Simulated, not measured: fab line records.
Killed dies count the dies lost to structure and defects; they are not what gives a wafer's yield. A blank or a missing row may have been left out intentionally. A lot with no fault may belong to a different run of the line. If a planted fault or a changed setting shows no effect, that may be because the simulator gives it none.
Matching of chambers | flow nand harc | 4 sister chambers for NHARC_A_WL_FILL_ALD_19 on ald metal-03
The step deposits TiN, target thk 2 nm, pulse time 3 s, ald cycles 100. 16 wafers are shown with their chamber, then 8 later ones without.

## WAFERS PAIRED WITH THEIR CHAMBERS
wafer  | chamber | heater power w (W) | precursor pulse height rel
L075.2 | 2       | 751                | 0.967
L075.3 | 1       | 1249               | 0.999
L075.4 | 0       | 1054               | 0.994
L078.1 | 2       | 770                | 1.005
L078.2 | 1       | 1259               | 0.964
L078.3 | 3       | 1027               | 1.018
L078.4 | 0       | 1058               | 1.019
L078.5 | 0       | 1028               | 1.021
L078.6 | 3       | 1050               | 1.027
L079.1 | 1       | 1260               | 1.036
L079.4 | 2       | 788                | 1.016
L079.6 | 0       | 1049               | 0.991
L086.1 | 0       | 1028               | 0.987
L086.2 | 2       | 776                | 1.017
L086.5 | 3       | 993                | 0.981
L090.1 | 3       | 1002               | 1.011

SIGNATURES (averages over the wafers above)
reading                    | chamber 0 | chamber 1 | chamber 2 | chamber 3 | scatter within a chamber
heater power w             | 1043.40   | 1256.00   | 771.25    | 1018.00   | 17.3
precursor pulse height rel | 1.00240   | 0.99967   | 1.00125   | 1.00925   | 0.0233
Rule: a wafer lies at a distance from a chamber equal to the root of the sum of squares, over the readings, of (its reading less the chamber's mean, divided by the reading's scatter). The wafer belongs to the nearest chamber; if the next one is less than 2 further off, it can't be placed. The scatter is the square root of a quotient: the sum, over the shown wafers, of each reading's squared deviation from its chamber's mean, divided by wafers minus chambers.

## WAFERS WITHOUT THEIR CHAMBER
wafer  | heater power w (W) | precursor pulse height rel
L090.2 | 772                | 0.977
L090.5 | 1003               | 1.014
L094.1 | 1005               | 0.986
L094.5 | 1028               | 0.971
L094.6 | 797                | 0.999
L096.3 | 785                | 1.001
L096.4 | 1220               | 0.961
L096.6 | 791                | 1.014

## EACH ONE'S CHAMBER
wafer  | from the rows above     | in truth
L090.2 | 2                       | 2
L090.5 | can't be placed: 3 or 0 | 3
L094.1 | can't be placed: 3 or 0 | 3
L094.5 | can't be placed: 0 or 3 | 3
L094.6 | 2                       | 2
L096.3 | 2                       | 2
L096.4 | 1                       | 1
L096.6 | 2                       | 2
Correct placement for 5 of the 8. Unplaceable from these rows: 3, with the true chamber sitting among the candidates in 3. Wrongly placed: 0.
